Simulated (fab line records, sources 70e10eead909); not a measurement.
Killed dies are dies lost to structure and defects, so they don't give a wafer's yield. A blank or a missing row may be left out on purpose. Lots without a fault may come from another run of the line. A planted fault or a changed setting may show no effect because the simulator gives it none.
One fault seen from 3 desks | flow nand_harc | each desk has only its own numbers; what lay behind them comes last

THE DEFECT DESK
What the inspections along the route counted, lot by lot: means of the sampled wafers that have a number. A lot is out of limits, marked OUT, if its mean lies more than 4 standard deviations from the usual mean; the brackets give that distance.
Columns: A = raw_defect_count at NHARC_P_M0_INSPECT_27, usual 326; B = raw_defect_count at NHARC_P_M1_INSPECT_11, usual 4.6
lot  | first seen here | A   | B
L886 | day 6 08:03     | 290 | 7.3
L888 | day 7 08:16     | 262 | 4.7
L889 | day 7 16:32     | 369 | 6.7
L891 | day 8 10:46     | 609 | 6.7
L892 | day 8 22:55     | 456 | 3.0
L893 | day 9 12:26     | 237 | 5.3
L895 | day 10 08:59    | 236 | 4.3
L898 | day 11 13:00    | 360 | 4.3
L900 | day 12 03:56    | 204 | 5.7
L905 | day 14 13:57    | 192 | 2.3
L907 | day 15 08:35    | 298 | 4.3
L908 | day 15 15:47    | 312 | 3.3
This desk's finding: nothing out of limits on any of the 12 lots.

THE METROLOGY DESK
What the gauges read, lot by lot, whatever tool the lot ran on: means of the sampled wafers that have a number. A lot is out of limits, marked OUT, if its mean lies more than 4 standard deviations from the usual mean; the brackets give that distance.
Columns: A = cd_nm at NHARC_P_M1_CD_MEAS_09, usual 130.3 nm
lot  | first seen here | A
L886 | day 6 09:26     | 131.5
L888 | day 7 09:41     | 130.8
L889 | day 7 17:47     | 129.8
L891 | day 8 12:10     | 131.1
L892 | day 9 00:18     | 121.2 (-12) OUT
L893 | day 9 13:50     | 129.8
L895 | day 10 10:26    | 123.1 (-9.5) OUT
L898 | day 11 14:24    | 130.2
L900 | day 12 05:20    | 130.6
L905 | day 14 15:20    | 130.0
L907 | day 15 09:59    | 129.8
L908 | day 15 17:11    | 130.7
This desk's finding: out of limits on L892, L895; first on L892, day 9 00:18 (cd_nm at NHARC_P_M1_CD_MEAS_09). In limits: L886, L888, L889, L891, L893, L898, L900, L905, L907, L908.

THE TOOL OWNER'S DESK: arfi_scanner-01
The tool's own readings at NHARC_P_M1_EXPOSE_06 (exposes mask P M1, target cd 130 nm): means of the sampled wafers that have a number, for each lot that ran on this tool. A lot is out of limits, marked OUT, if its mean lies more than 4 standard deviations from the usual mean; the brackets give that distance.
Columns: A = exposure_dose_mJ_cm2 at NHARC_P_M1_EXPOSE_06, usual 81.77
lot  | first seen here | A
L886 | day 6 09:19     | 81.73
L888 | day 7 09:33     | 81.89
L889 | day 7 17:39     | 81.76
L892 | day 9 00:10     | 70.40 (-99 or more) OUT
L895 | day 10 10:17    | 72.59 (-99 or more) OUT
This desk's finding: out of limits on L892, L895; first on L892, day 9 00:10 (exposure_dose_mJ_cm2 at NHARC_P_M1_EXPOSE_06). In limits: L886, L888, L889.

PUT TOGETHER
The tool owner's desk could have raised an alarm at day 9 00:10, on L892, L895.
The metrology desk could have raised an alarm at day 9 00:18, on L892, L895.
The defect desk saw nothing out of limits.
The defect desk has L892, L895 on record, within its limits.
Of the lots named, all ran NHARC_P_M1_EXPOSE_06 on arfi_scanner-01.

WHAT THE SIMULATOR HAD PUT IN
Process parameter drift: arfi_scanner-01, from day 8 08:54 on, at NHARC_P_M1_EXPOSE_06. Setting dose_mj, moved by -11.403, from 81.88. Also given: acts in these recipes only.
Lots struck among those shown: L892, L895.
Hours from the fault's start to each desk's first reading out of limits: the tool owner's desk, 15; the metrology desk, 15.
